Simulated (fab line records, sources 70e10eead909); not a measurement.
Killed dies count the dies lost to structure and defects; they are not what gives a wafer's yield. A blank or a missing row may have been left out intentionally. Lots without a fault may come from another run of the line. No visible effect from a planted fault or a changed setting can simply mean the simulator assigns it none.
A lot that was struck, set against a sound lot ; flow nand_harc ; 14 steps out of a route of 1159
Sound: wafers L782.2, L782.3, L782.5. The struck wafers were L787.4, L787.5, L787.6. At the end, the cause is stated.
Per side, at each step with rows, come the tool, then ch with its chambers, and then its first start. Under that, the readings that differ: sound wafers ; struck wafers ; difference of the means ; sigmas: that difference in standard deviations of wafers without a fault.
alike: readings with means less than 2 such deviations apart, plus words and numbers identical on both sides. not compared: withheld readings, readings lacking a value on some wafer, bounds such as >300 that could conceal the same value, and numbers that have no deviation in the record and whose values overlap.
A row with sigmas, a row that says differs or no value, or rows on one side alone: a step with any of these is where the two part. Non-overlapping numbers with no deviation appear without sigmas and do not part them. A reading missing from all wafers of one side parts the sides only when that side holds two or more wafers.

first, 1 step without rows for these wafers: NHARC_P_ZERO_WELL_HARDBAKE_12 (time 65 s).
NHARC_P_ZERO_WELL_DESCUM_13: chemistry O2, time 3 s.
  sound on rie_diel-02 ch 0,3, day 3 13:25; struck on rie_diel-12 ch 0,1,2, day 4 19:26
  alike: drypump_motor_current_A, mfc_ar_sccm, o2_flow_sccm, oes_product_au, rf_vpp_V, showerhead_plenum_p_Torr, throttle_valve_pct
  not compared: rf_hours_counter_h
NHARC_P_ZERO_WELL_ETCH_65: etches the open film in N2/H2, target depth 80 nm, overetch 24 nm, time 87.88 s.
  sound on rie_diel-02 ch 0,1,3, day 3 13:29; struck on rie_diel-12 ch 0,1,2, day 4 19:32
  alike: drypump_motor_current_A, mfc_ar_sccm, oes_product_au, rf_fwd_power_W, rf_vpp_V, showerhead_plenum_p_Torr, throttle_valve_pct
  not compared: rf_hours_counter_h
NHARC_P_ZERO_WELL_ETCH_62: etches the open film in CHF3/Ar, target depth 13 nm, time 6.5 s.
  sound: rie_diel-02 ch 0,1,2; struck: rie_diel-12 ch 0,1,2
  alike: drypump_motor_current_A, mfc_ar_sccm, oes_product_au, rf_fwd_power_W, rf_vpp_V, showerhead_plenum_p_Torr, throttle_valve_pct
  not compared: rf_hours_counter_h
NHARC_P_ZERO_WELL_ETCH_63: etches the open film in HBr/Cl2, target depth 120 nm, time 40.1 s.
  sound on rie_si-04 ch 0,1,2, day 3 13:40; struck on rie_si-05 ch 0,1,2, day 4 19:44
  alike: drypump_motor_current_A, oes_product_au, rf_fwd_power_W, throttle_valve_pct
  not compared: rf_hours_counter_h
then, 7 steps without rows for these wafers: NHARC_P_ZERO_WELL_STRIP_15 (strips in SPM, time 900 s); NHARC_P_ZERO_WELL_DEHYDRATE_16 (time 120 s); NHARC_P_ZERO_WELL_HMDS_17 (time 30 s); NHARC_P_ZERO_WELL_COAT_18; NHARC_P_ZERO_WELL_SOFTBAKE_19 (time 95 s); NHARC_P_ZERO_WELL_EBR_20; NHARC_P_ZERO_WELL_EXPOSE_21 (exposes mask P NWELL, target cd 720 nm).
NHARC_P_ZERO_WELL_PEB_22: peb time 85 s.
  struck on litho_track-07, day 4 20:32; sound on litho_track-07 ch 0, day 3 14:23
  no value came back on the struck wafers for chill_plate_temp_C (C), exhaust_pa (Pa), heater_power_total_W (W); on the sound wafers chill_plate_temp_C (C) reads 22.99 23.07 23.05
then, 1 step without rows for these wafers: NHARC_P_ZERO_WELL_DEVELOP_23 (time 70 s).

== WHERE THEY PART ==
At NHARC_P_ZERO_WELL_PEB_22 and nowhere else, as far as this record goes.

WHY: whatever the simulator had introduced
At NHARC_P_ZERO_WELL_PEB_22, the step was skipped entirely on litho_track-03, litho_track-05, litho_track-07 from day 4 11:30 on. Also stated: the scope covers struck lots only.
